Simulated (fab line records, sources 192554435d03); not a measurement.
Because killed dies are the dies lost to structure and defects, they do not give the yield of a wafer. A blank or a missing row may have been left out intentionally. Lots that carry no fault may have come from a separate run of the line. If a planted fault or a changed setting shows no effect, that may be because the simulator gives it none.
fab line records	flow n5_finfet
record lots=7	wafers=21
route steps=1938 shown BEOL_M4@1031 BEOL_M5@1119 BEOL_M6@1220
start_h: start of the lot's first displayed wafer, in hours after the record's first day	wait_h: time in hours since the lot's previous step	" same as the row above	L1.1+2: a single row standing in for several wafers	- no value, or no start was given	* or withheld: withheld	< > ~ a bound
route shown NAME@n: NAME is a module with steps in the file, n the number in the route of the first one	usual: mean/standard deviation taken from wafers without a fault	same: alike in all rows	chamber/n: place in a boat	sites: each site's reading	_std_site: the values' standard deviation	_edge_site: inner sites' mean taken away from outer sites' mean	radius_mm: how far each site lies from the wafer's centre	mask NAME#n: copy n	behind: the tool/chamber that last shaped the wafer	hold: the reason the lot was held/the length of the hold in hours/how it ended	device: transistor that didn't switch, given as n, p or np	end of line: at the end of the route, the tests of the same wafers	a step without rows: its recipe alone	killed: the dies lost at the first sort to structure and to defects; this is not the yield of the wafer	map: shows each die of a wafer: x if killed, . if not, _ if none is there
set.NAME: the setting as run; set.NAME@STEP: as run at that earlier step	model.NAME: the simulator's own value behind a step, which no gauge read
lots where settings were altered on purpose, with a table for each step and a row for each wafer
## steps
# step N5_BEOL_M4_EXPOSE_08
# recipe mask_id=M4	na=0.33	source_shape=dipole	sigma_inner=0.369	sigma_outer=0.767	polarization=unpolarized	dose_mj=41.25
lot.wafer	tool	chamber	start_h	wait_h	mask	set.dose_mj
L074.4+5	euv_scanner-02	0	167.02	-	M4#0	43.19
L074.6	"	0	"	"	M4#0	41.25
L075.2+3+6	euv_scanner-02	0	211.85	-	M4#0	41.25
L078.2+4+6	euv_scanner-02	0	230.01	-	M4#0	41.25
L080.1+4	euv_scanner-02	0	238.23	-	M4#0	42.75
L080.5	"	0	"	"	M4#0	41.25
L084.3+4+5	euv_scanner-02	0	257.30	-	M4#0	41.25
L088.1+4	euv_scanner-02	0	283.09	-	M4#0	41.25
L088.3	"	0	"	"	M4#0	42.67
L096.1+2+6	euv_scanner-02	0	350.41	-	M4#0	41.25
# step N5_BEOL_M4_PEB_09
# recipe peb_temp_c=100	peb_time_s=60	resist=CAR-EUV
# step N5_BEOL_M4_DEVELOP_10
# recipe develop_time_s=30	developer=TMAH	resist=CAR-EUV	rinse_liquid=surfactant_rinse	dry=air_spin	dev_temp_c=23
# step N5_BEOL_M4_CD_MEAS_11
# recipe target_cd_nm=16.79	landing_energy_ev=500	detector=se_inlens	polarity=opening
# usual cd_nm=16.75/0.26
lot.wafer	tool	chamber	start_h	wait_h	set.dose_mj@BEOL_M4_EXPOSE_08	cd_nm
L074.4	cd_sem-03	0	167.13	-	43.19	17.88
L074.5	"	0	"	"	43.19	17.89
L074.6	"	0	"	"	41.25	16.96
L075.2	cd_sem-01	0	211.98	-	41.25	16.96
L075.3	"	0	"	"	41.25	16.80
L075.6	"	0	"	"	41.25	16.99
L078.2	cd_sem-02	0	230.14	-	41.25	16.67
L078.4	"	0	"	"	41.25	16.54
L078.6	"	0	"	"	41.25	16.74
L080.1	cd_sem-03	0	238.36	-	42.75	17.71
L080.4	"	0	"	"	42.75	17.54
L080.5	"	0	"	"	41.25	16.63
L084.3	cd_sem-01	0	257.42	-	41.25	17.06
L084.4	"	0	"	"	41.25	16.66
L084.5	"	0	"	"	41.25	16.53
L088.1	cd_sem-01	0	283.22	-	41.25	16.80
L088.3	"	0	"	"	42.67	17.28
L088.4	"	0	"	"	41.25	16.82
L096.1	cd_sem-02	0	350.54	-	41.25	16.50
L096.2	"	0	"	"	41.25	16.45
L096.6	"	0	"	"	41.25	16.04
# step N5_BEOL_M4_DESCUM_16
# recipe chemistry=O2	time_s=7	source_power_w=50	bias_power_w=20	pressure_mtorr=20	rf_frequency_hz=2.712e+07	temp_c=40	resist=CAR-EUV	o2_flow_sccm=225
# step N5_BEOL_M4_ETCH_74
# recipe chemistry=N2/H2	target=underlayer	target_depth_a=65	mask_material=CAR-EUV	time_s=5.2	ion_energy_ev=200	pressure_mtorr=30	source_w=840	bias_w=150	n2_flow_sccm=200	h2_flow_sccm=200	ends=cleared
lot.wafer	tool	chamber	start_h	wait_h	set.dose_mj@BEOL_M4_EXPOSE_08	model.BEOL_M4.cd_offset_nm
L074.4	rie_diel-06	1	167.85	0.0	43.19	1.2
L074.5	"	1	"	"	43.19	1
L074.6	"	2	"	"	41.25	0.4
L075.2+6	rie_diel-04	1	212.53	0.0	41.25	0
L075.3	"	3	"	"	41.25	0.2
L078.2+4+6	rie_diel-01	2,0,3	230.29	0.0	41.25	0
L080.1+4	rie_diel-01	1,2	238.62	0.0	42.75	0.8
L080.5	"	0	"	"	41.25	0.2
L084.3+4+5	rie_diel-04	1,0,2	257.57	0.0	41.25	0
L088.1+4	rie_diel-06	1,2	283.74	0.0	41.25	0
L088.3	"	3	"	"	42.67	0.4
L096.1	rie_diel-06	1	350.70	0.0	41.25	0
L096.2+6	"	3,0	"	"	41.25	-0.2
# step N5_BEOL_M4_ETCH_63
# recipe chemistry=CF4	target=SiARC	target_depth_a=156	mask_material=CAR-EUV	time_s=26	ion_energy_ev=80	pressure_mtorr=40	source_w=545	bias_w=36	Ar_flow_sccm=100	cf4_flow_sccm=100	ends=cleared
lot.wafer	tool	chamber	start_h	wait_h	set.dose_mj@BEOL_M4_EXPOSE_08	model.BEOL_M4.cd_offset_nm
L074.4	rie_diel-06	1	167.87	0.0	43.19	1.2
L074.5	"	1	"	"	43.19	1
L074.6	"	2	"	"	41.25	0.2
L075.2	rie_diel-04	1	212.55	0.0	41.25	0
L075.3	"	3	"	"	41.25	0.2
L075.6	"	1	"	"	41.25	-0.2
L078.2+4+6	rie_diel-01	2,0,3	230.31	0.0	41.25	-0.2
L080.1	rie_diel-01	1	238.64	0.0	42.75	0.8
L080.4	"	2	"	"	42.75	0.6
L080.5	"	0	"	"	41.25	0
L084.3	rie_diel-04	1	257.59	0.0	41.25	0
L084.4+5	"	0,2	"	"	41.25	0.2
L088.1+4	rie_diel-06	1,2	283.75	0.0	41.25	-0.2
L088.3	"	3	"	"	42.67	0.4
L096.1	rie_diel-06	1	350.71	0.0	41.25	0.2
L096.2+6	"	3,0	"	"	41.25	0
# step N5_BEOL_M4_ETCH_64
# recipe chemistry=N2/H2	target=SOC	target_depth_a=750	overetch_a=225	mask_material=SiARC	temp_c=40	time_s=121.9	ion_energy_ev=200	pressure_mtorr=30	source_w=840	bias_w=150	n2_flow_sccm=200	h2_flow_sccm=200
lot.wafer	tool	chamber	start_h	wait_h	set.dose_mj@BEOL_M4_EXPOSE_08	model.BEOL_M4.cd_offset_nm
L074.4+5	rie_diel-06	1	167.89	0.0	43.19	1.2
L074.6	"	2	"	"	41.25	0.2
L075.2+3	rie_diel-04	1,3	212.58	0.0	41.25	0.2
L075.6	"	1	"	"	41.25	0
L078.2+6	rie_diel-01	2,3	230.34	0.0	41.25	0
L078.4	"	0	"	"	41.25	-0.4
L080.1+4	rie_diel-01	1,2	238.67	0.0	42.75	0.8
L080.5	"	0	"	"	41.25	0
L084.3+4	rie_diel-04	1,0	257.62	0.0	41.25	0
L084.5	"	2	"	"	41.25	0.2
L088.1	rie_diel-06	1	283.78	0.0	41.25	-0.2
L088.3	"	3	"	"	42.67	0.4
L088.4	"	2	"	"	41.25	-0.4
L096.1	rie_diel-06	1	350.74	0.0	41.25	0.2
L096.2+6	"	3,0	"	"	41.25	-0.2
# step N5_BEOL_M4_STRIP_65
# recipe chemistry=N2/H2	temp_c=40	n2_flow_sccm=200	h2_flow_sccm=200	rf_frequency_hz=6e+07
# step N5_BEOL_M4_STRIP_75
# recipe chemistry=N2/H2	temp_c=40	n2_flow_sccm=200	h2_flow_sccm=200	rf_frequency_hz=6e+07
# step N5_BEOL_M4_STRIP_66
# recipe chemistry=CF4	resist=SiARC	power_w=300	bias_power_w=75	pressure_mtorr=50	cf4_flow_sccm=150	rf_frequency_hz=6e+07
# step N5_BEOL_M4_HM_OPEN_17
# recipe chemistry=Cl2/BCl3	target_depth_a=200	overetch_a=60	target=TiN	mask_material=SOC	ion_energy_ev=150	pressure_mtorr=10	icp_w=1000	bias_w=126	Cl2_flow_sccm=53.25	bcl3_flow_sccm=21.75	Ar_flow_sccm=25
lot.wafer	tool	chamber	start_h	wait_h	set.dose_mj@BEOL_M4_EXPOSE_08	model.BEOL_M4.cd_offset_nm
L074.4+5	rie_metal-03	0	168.10	0.1	43.19	1.2
L074.6	"	1	"	"	41.25	0.2
L075.2+3	rie_metal-02	0	212.80	0.1	41.25	0.2
L075.6	"	1	"	"	41.25	0
L078.2	rie_metal-01	0	230.51	0.0	41.25	0.2
L078.4	"	0	"	"	41.25	-0.4
L078.6	"	1	"	"	41.25	0
L080.1+4	rie_metal-01	0,1	238.84	0.0	42.75	0.8
L080.5	"	0	"	"	41.25	0
L084.3+4	rie_metal-01	0,1	257.82	0.1	41.25	0
L084.5	"	1	"	"	41.25	0.2
L088.1+4	rie_metal-01	1,0	283.95	0.0	41.25	-0.2
L088.3	"	1	"	"	42.67	0.4
L096.1+2	rie_metal-01	1,0	350.91	0.0	41.25	0
L096.6	"	1	"	"	41.25	-0.2
# step N5_BEOL_M4_DESCUM_33
# recipe chemistry=O2	time_s=7	source_power_w=50	bias_power_w=20	pressure_mtorr=20	rf_frequency_hz=2.712e+07	temp_c=40	resist=CAR-EUV	o2_flow_sccm=225
lot.wafer	tool	chamber	start_h	wait_h	set.time_s	model.CAR-EUV_of_BEOL_M4_COAT_22.thk_nm
L074.4+6	rie_diel-04	3,2	168.90	0.1	8.555	25.4
L074.5	"	1	"	"	7	26.2
L075.2+6	rie_diel-04	3,1	213.63	0.2	5.966	26.6
L075.3	"	1	"	"	7	26
L078.2+6	rie_diel-04	3,0	231.41	0.3	5.809	26.6
L078.4	"	0	"	"	5.809	26.4
L080.1+4+5	rie_diel-04	1,2,2	239.61	0.0	7	26
L084.3+4+5	rie_diel-06	2,0,2	258.54	0.0	7	26.2
L088.1	rie_diel-01	1	284.76	0.2	7	26
L088.3+4	"	2,3	"	"	7.478	25.8
L096.1+2	rie_diel-06	2,3	351.66	0.0	7	26
L096.6	"	2	"	"	6.398	26.2
# step N5_BEOL_M4_ETCH_77
# recipe chemistry=N2/H2	target=underlayer	target_depth_a=65	mask_material=CAR-EUV	time_s=5.2	ion_energy_ev=200	pressure_mtorr=30	source_w=840	bias_w=150	n2_flow_sccm=200	h2_flow_sccm=200	ends=cleared
lot.wafer	tool	chamber	start_h	wait_h	set.time_s@BEOL_M4_DESCUM_33	model.CAR-EUV_of_BEOL_M4_COAT_22.thk_nm
L074.4+6	rie_diel-04	3,2	168.94	0.0	8.555	19.6
L074.5	"	1	"	"	7	20.4
L075.2	rie_diel-04	3	213.66	0.0	5.966	21
L075.3	"	1	"	"	7	20.4
L075.6	"	1	"	"	5.966	20.8
L078.2+6	rie_diel-04	3,0	231.45	0.0	5.809	20.8
L078.4	"	0	"	"	5.809	20.6
L080.1+4	rie_diel-04	1,2	239.64	0.0	7	20.2
L080.5	"	2	"	"	7	20.4
L084.3+5	rie_diel-06	2	258.57	0.0	7	20.4
L084.4	"	0	"	"	7	20.6
L088.1	rie_diel-01	1	284.79	0.0	7	20.4
L088.3+4	"	2,3	"	"	7.478	20
L096.1+2	rie_diel-06	2,3	351.70	0.0	7	20.2
L096.6	"	2	"	"	6.398	20.6
# step N5_BEOL_M4_ETCH_69
# recipe chemistry=CF4	target=SiARC	target_depth_a=156	mask_material=CAR-EUV	time_s=26	ion_energy_ev=80	pressure_mtorr=40	source_w=545	bias_w=36	Ar_flow_sccm=100	cf4_flow_sccm=100	ends=cleared
# step N5_BEOL_M4_ALD_98
# recipe material=SiO2	target_thk_a=25	temp_c=100	ald_precursor_family=BDEAS	ald_co_reactant=O2-plasma	pulse_time_s=1	co_reactant_pulse_time_s=1	purge_time_s=2	co_reactant_purge_time_s=2	ald_cycles=17	pressure_torr=2
# step N5_BEOL_M4_ETCHBACK_99
# recipe chemistry=CHF3	target=SiO2	target_depth_a=50	time_s=10.4	source_w=215	bias_w=47	Ar_flow_sccm=200	CHF3_flow_sccm=12	ion_energy_ev=100	pressure_mtorr=30
lot.wafer	tool	chamber	start_h	wait_h	set.time_s@BEOL_M4_DESCUM_33	model.CAR-EUV_of_BEOL_M4_COAT_22.thk_nm
L074.4	rie_diel-06	3	178.96	9.8	8.555	9.8
L074.5	"	2	"	"	7	10.4
L074.6	"	3	"	"	8.555	9.6
L075.2+6	rie_diel-04	3,0	221.50	7.6	5.966	11
L075.3	"	0	"	"	7	10.4
L078.2	rie_diel-06	0	237.43	4.6	5.809	11
L078.4+6	"	2,0	"	"	5.809	10.8
L080.1+4+5	rie_diel-04	3,0,2	252.29	12.5	7	10.4
L084.3+4	rie_diel-06	0	260.96	1.5	7	10.6
L084.5	"	1	"	"	7	10.4
L088.1	rie_diel-06	3	286.11	1.0	7	10.4
L088.3+4	"	0,2	"	"	7.478	10
L096.1+2	rie_diel-01	2,1	353.42	1.6	7	10.4
L096.6	"	3	"	"	6.398	10.6
# step N5_BEOL_M4_TRENCH_ETCH_37
# recipe chemistry=C4F6/O2	target_depth_a=555.55	target=SiOC	time_s=29.2	ion_energy_ev=250	pressure_mtorr=30	source_w=355	bias_w=185	Ar_flow_sccm=300	C4F6_flow_sccm=10	O2_flow_sccm=10
# usual rf_vpp_V=667/8.2
lot.wafer	tool	chamber	start_h	wait_h	set.source_w	rf_vpp_V	model.BEOL_M4.feature_depth_nm	model.etch.depth_nm
L074.4	rie_diel-06	3	-	-	355	663	54.8	54.81
L074.5	"	2	"	"	332	697	53.6	53.68
L074.6	"	3	"	"	355	663	55	54.98
L075.2	rie_diel-04	3	-	-	355	677	55.8	55.81
L075.3	"	0	"	"	373	647	57.4	57.36
L075.6	"	0	"	"	373	646	57	56.95
L078.2	rie_diel-06	0	-	-	406.1	610	57.4	57.31
L078.4	"	2	"	"	406.1	628	58.4	58.46
L078.6	"	0	"	"	355	653	54.8	54.72
L080.1	rie_diel-04	3	-	-	355	676	55.6	55.61
L080.4	"	0	"	"	355	664	56.2	56.15
L080.5	"	2	"	"	295.9	738	51.6	51.65
L084.3	rie_diel-06	0	-	-	355	652	54.8	54.85
L084.4	"	0	"	"	355	652	55.6	55.55
L084.5	"	1	"	"	355	678	55.8	55.77
L088.1	rie_diel-06	3	-	-	355	661	55.4	55.48
L088.3	"	0	"	"	379.4	632	57.2	57.1
L088.4	"	2	"	"	355	674	56	55.94
L096.1	rie_diel-01	2	-	-	355	660	55.6	55.69
L096.2	"	1	"	"	355	665	55.6	55.58
L096.6	"	3	"	"	355	669	54.8	54.84
# step N5_BEOL_M4_ETCH_41
# recipe chemistry=CH3F/O2	target=SiCN	target_depth_a=299	taper_deg=2	time_s=52.5	ion_energy_ev=120	mask_material=TiN	pressure_mtorr=30	source_w=395	bias_w=75	Ar_flow_sccm=150	CH3F_flow_sccm=30	O2_flow_sccm=20
# step N5_BEOL_M4_STRIP_97
# recipe chemistry=N2/H2	time_s=10	power_w=450	temp_c=40	pressure_mtorr=20	rf_frequency_hz=6e+07	bias_power_w=7	n2_flow_sccm=200	h2_flow_sccm=200
# step N5_BEOL_M4_OCD_MEAS_38
# usual trench_depth_nm=55.5/0.62
lot.wafer	tool	chamber	start_h	wait_h	set.source_w@BEOL_M4_TRENCH_ETCH_37	trench_depth_nm
L074.4	ocd-01	-	179.36	-	355	54.5
L074.5	"	-	"	"	332	53.5
L074.6	"	-	"	"	355	54.9
L075.2	ocd-02	-	221.90	-	355	55.7
L075.3	"	-	"	"	373	57.1
L075.6	"	-	"	"	373	56.9
L078.2	ocd-01	-	237.83	-	406.1	56.9
L078.4	"	-	"	"	406.1	58.5
L078.6	"	-	"	"	355	54.8
L080.1	ocd-01	-	252.69	-	355	55.8
L080.4	"	-	"	"	355	55.8
L080.5	"	-	"	"	295.9	51.3
L084.3	ocd-02	-	261.36	-	355	55.2
L084.4	"	-	"	"	355	55.5
L084.5	"	-	"	"	355	55.8
L088.1	ocd-01	-	286.50	-	355	55.5
L088.3	"	-	"	"	379.4	57.5
L088.4	"	-	"	"	355	55.7
L096.1	ocd-01	-	353.81	-	355	55.6
L096.2	"	-	"	"	355	55.5
L096.6	"	-	"	"	355	55.3
# step N5_BEOL_M4_HM_STRIP_39
# recipe chemistry=peroxide_tin_strip	material=TiN	target_depth_a=250	temp_c=50	time_s=158
lot.wafer	tool	chamber	start_h	wait_h	set.temp_c@BEOL_M4_PECVD_72	model.SiO2_of_BEOL_M4_PECVD_72.thk_nm
L074.4+5	wet_bench-02	5,6	179.39	0.0	385	17.4
L074.6	"	4	"	"	400	15.8
L075.2	wet_bench-02	4	221.93	0.0	416.3	13.8
L075.3	"	2	"	"	400	15.4
L075.6	"	6	"	"	416.3	14.2
L078.2+4+6	wet_bench-05	7,0,2	237.86	0.0	400	15.8
L080.1	wet_bench-05	2	252.72	0.0	400	15.8
L080.4	"	4	"	"	382.9	17.8
L080.5	"	1	"	"	400	16
L084.3+5	wet_bench-05	6,1	261.39	0.0	400	15.8
L084.4	"	5	"	"	400	16
L088.1	wet_bench-02	4	286.54	0.0	400	15.2
L088.3	"	7	"	"	400	15.4
L088.4	"	5	"	"	400	16
L096.1	wet_bench-05	2	353.84	0.0	384.7	17.4
L096.2	"	0	"	"	400	16
L096.6	"	3	"	"	400	16.2
# step N5_BEOL_M5_COAT_71
# recipe resist=underlayer	temp_c=205	time_s=60	spin_rpm=1500	resist_thk_nm=5
lot.wafer	tool	chamber	start_h	wait_h	set.spin_rpm
L074.4+5+6	litho_track-03	0	-	-	1500
L075.2	litho_track-03	0	-	-	1444
L075.3+6	"	0	"	"	1500
L078.2	litho_track-03	0	-	-	1500
L078.4+6	"	0	"	"	1426
L080.1+5	litho_track-03	0	-	-	1500
L080.4	"	0	"	"	1626
L084.3+4+5	litho_track-01	0	-	-	1500
L088.1	litho_track-02	0	-	-	1350
L088.3+4	"	0	"	"	1500
L096.1+2	litho_track-01	0	-	-	1649
L096.6	"	0	"	"	1500
# step N5_BEOL_M5_DESCUM_16
# recipe chemistry=O2	time_s=7	source_power_w=50	bias_power_w=20	pressure_mtorr=20	rf_frequency_hz=2.712e+07	temp_c=40	resist=CAR-EUV	o2_flow_sccm=225
lot.wafer	tool	chamber	start_h	wait_h	set.time_s	model.CAR-EUV_of_BEOL_M5_COAT_05.thk_nm
L074.4+5	rie_diel-02	2	212.45	0.5	7	26.2
L074.6	"	1	"	"	5.502	27
L075.2	rie_diel-05	0	230.53	0.0	7	26.2
L075.3+6	"	0	"	"	5.607	26.8
L078.2	rie_diel-05	1	245.21	0.0	7	26
L078.4	"	2	"	"	7.448	26
L078.6	"	0	"	"	7	26.2
L080.1	rie_diel-03	2	261.74	0.1	7	26.2
L080.4	"	0	"	"	6.482	26.2
L080.5	"	0	"	"	6.482	26.4
L084.3+4+5	rie_diel-03	2,3,0	268.61	0.4	7	26
L088.1+4	rie_diel-05	3,1	293.23	0.0	8.291	25.4
L088.3	"	0	"	"	7	26
L096.1+2	rie_diel-05	3,0	361.40	0.0	7	26
L096.6	"	2	"	"	7	26.2
# step N5_BEOL_M5_ETCH_72
# recipe chemistry=N2/H2	target=underlayer	target_depth_a=65	mask_material=CAR-EUV	time_s=5.2	ion_energy_ev=200	pressure_mtorr=30	source_w=840	bias_w=150	n2_flow_sccm=200	h2_flow_sccm=200	ends=cleared
lot.wafer	tool	chamber	start_h	wait_h	set.spin_rpm@BEOL_M5_COAT_71	model.etch.depth_nm
L074.4	rie_diel-02	2	212.49	0.0	1500	5.021
L074.5	"	2	"	"	1500	5.009
L074.6	"	1	"	"	1500	5.026
L075.2	rie_diel-05	0	230.58	0.0	1444	5.135
L075.3	"	0	"	"	1500	5.022
L075.6	"	0	"	"	1500	5.019
L078.2	rie_diel-05	1	245.25	0.0	1500	5.038
L078.4	"	2	"	"	1426	5.156
L078.6	"	0	"	"	1426	5.158
L080.1	rie_diel-03	2	261.77	0.0	1500	5.003
L080.4	"	0	"	"	1626	4.809
L080.5	"	0	"	"	1500	5.015
L084.3	rie_diel-03	2	268.65	0.0	1500	4.994
L084.4	"	3	"	"	1500	4.999
L084.5	"	0	"	"	1500	5
L088.1	rie_diel-05	3	293.26	0.0	1350	5.246
L088.3	"	0	"	"	1500	4.976
L088.4	"	1	"	"	1500	4.978
L096.1	rie_diel-05	3	361.44	0.0	1649	4.782
L096.2	"	0	"	"	1649	4.779
L096.6	"	2	"	"	1500	5.001
# step N5_BEOL_M6_COAT_71
# recipe resist=underlayer	temp_c=205	time_s=60	spin_rpm=1500	resist_thk_nm=5
lot.wafer	tool	chamber	start_h	wait_h	set.spin_rpm
L074.4+5+6	litho_track-02	0	-	-	1500
L075.2+3	litho_track-05	0	-	-	1584
L075.6	"	0	"	"	1500
L078.2	litho_track-05	0	-	-	1500
L078.4+6	"	0	"	"	1665
L080.1+5	litho_track-04	0	-	-	1624
L080.4	"	0	"	"	1500
L084.3+4+5	litho_track-05	0	-	-	1500
L088.1	litho_track-05	0	-	-	1351
L088.3+4	"	0	"	"	1500
L096.1+2	litho_track-04	0	-	-	1500
L096.6	"	0	"	"	1654
# step N5_BEOL_M6_COAT_22
# recipe resist=CAR-EUV	spin_rpm=1500	resist_thk_nm=30
# step N5_BEOL_M6_EBR_24
# recipe solvent=PGMEA	ebr_width_mm=1.5
# step N5_BEOL_M6_DESCUM_33
# recipe chemistry=O2	time_s=7	source_power_w=50	bias_power_w=20	pressure_mtorr=20	rf_frequency_hz=2.712e+07	temp_c=40	resist=CAR-EUV	o2_flow_sccm=225
# step N5_BEOL_M6_ETCH_72
# recipe chemistry=N2/H2	target=underlayer	target_depth_a=65	mask_material=CAR-EUV	time_s=5.2	ion_energy_ev=200	pressure_mtorr=30	source_w=840	bias_w=150	n2_flow_sccm=200	h2_flow_sccm=200	ends=cleared
# usual etch_rf_on_time_s=5.19/0.061
lot.wafer	tool	chamber	start_h	wait_h	set.spin_rpm@BEOL_M6_COAT_71	etch_rf_on_time_s	model.etch.depth_nm
L074.4	rie_diel-04	1	228.75	0.0	1500	5.27	5.017
L074.5	"	0	"	"	1500	5.11	5.021
L074.6	"	1	"	"	1500	5.21	5.014
L075.2	rie_diel-04	0	243.79	0.0	1584	4.91	4.852
L075.3	"	1	"	"	1584	5.09	4.856
L075.6	"	3	"	"	1500	5.22	5.003
L078.2	rie_diel-01	0	260.65	0.0	1500	5.23	5.017
L078.4	"	2	"	"	1665	4.92	4.746
L078.6	"	3	"	"	1665	4.95	4.758
L080.1	rie_diel-04	2	276.68	0.0	1624	5.01	4.8
L080.4	"	2	"	"	1500	5.23	5.003
L080.5	"	0	"	"	1624	4.88	4.79
L084.3	rie_diel-01	2	282.42	0.0	1500	5.15	5.012
L084.4	"	1	"	"	1500	5.11	5.007
L084.5	"	3	"	"	1500	5.23	5.02
L088.1	rie_diel-04	2	307.94	0.0	1351	5.52	5.266
L088.3	"	1	"	"	1500	5.35	5.001
L088.4	"	0	"	"	1500	5.20	5.016
L096.1	rie_diel-06	1	374.06	0.0	1500	5.17	5.018
L096.2	"	3	"	"	1500	5.15	5.008
L096.6	"	1	"	"	1654	4.90	4.773
## key
split step=N5_BEOL_M4_EXPOSE_08	setting=dose_mj	stated=41.25	by=wafer
response step=N5_BEOL_M4_CD_MEAS_11	reading=cd_nm	change=+0.202	per=1%	r=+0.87
response step=N5_BEOL_M4_ETCH_74	reading=model.BEOL_M4.cd_offset_nm	change=+0.145	per=1%	r=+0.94
response step=N5_BEOL_M4_ETCH_63	reading=model.BEOL_M4.cd_offset_nm	change=+0.187	per=1%	r=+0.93
response step=N5_BEOL_M4_ETCH_64	reading=model.BEOL_M4.cd_offset_nm	change=+0.212	per=1%	r=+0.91
response step=N5_BEOL_M4_HM_OPEN_17	reading=model.BEOL_M4.cd_offset_nm	change=+0.205	per=1%	r=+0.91
split step=N5_BEOL_M4_DESCUM_33	setting=time_s	stated=7	by=wafer
response step=N5_BEOL_M4_DESCUM_33	reading=model.CAR-EUV_of_BEOL_M4_COAT_22.thk_nm	change=-0.0357	per=1%	r=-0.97
response step=N5_BEOL_M4_ETCH_77	reading=model.CAR-EUV_of_BEOL_M4_COAT_22.thk_nm	change=-0.0376	per=1%	r=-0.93
response step=N5_BEOL_M4_ETCHBACK_99	reading=model.CAR-EUV_of_BEOL_M4_COAT_22.thk_nm	change=-0.0347	per=1%	r=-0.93
split step=N5_BEOL_M4_TRENCH_ETCH_37	setting=source_w	stated=355	by=wafer
response step=N5_BEOL_M4_TRENCH_ETCH_37	reading=rf_vpp_V	change=-3.73	per=1%	r=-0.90
response step=N5_BEOL_M4_TRENCH_ETCH_37	reading=model.BEOL_M4.feature_depth_nm	change=+0.237	per=1%	r=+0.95
response step=N5_BEOL_M4_TRENCH_ETCH_37	reading=model.etch.depth_nm	change=+0.234	per=1%	r=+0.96
response step=N5_BEOL_M4_OCD_MEAS_38	reading=trench_depth_nm	change=+0.238	per=1%	r=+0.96
split step=N5_BEOL_M5_COAT_71	setting=spin_rpm	stated=1500	by=wafer
response step=N5_BEOL_M5_ETCH_72	reading=model.etch.depth_nm	change=-0.0247	per=1%	r=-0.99
split step=N5_BEOL_M5_DESCUM_16	setting=time_s	stated=7	by=wafer
response step=N5_BEOL_M5_DESCUM_16	reading=model.CAR-EUV_of_BEOL_M5_COAT_05.thk_nm	change=-0.0322	per=1%	r=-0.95
split step=N5_BEOL_M6_COAT_71	setting=spin_rpm	stated=1500	by=wafer
response step=N5_BEOL_M6_ETCH_72	reading=etch_rf_on_time_s	change=*	per=1%	r=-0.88
response step=N5_BEOL_M6_ETCH_72	reading=model.etch.depth_nm	change=-0.0247	per=1%	r=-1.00
split outside_this_file step=N5_BEOL_M4_PECVD_72 setting=temp_c
# split outside_this_file: this setting was split too, and the file shows its column; the key of that split is in another file
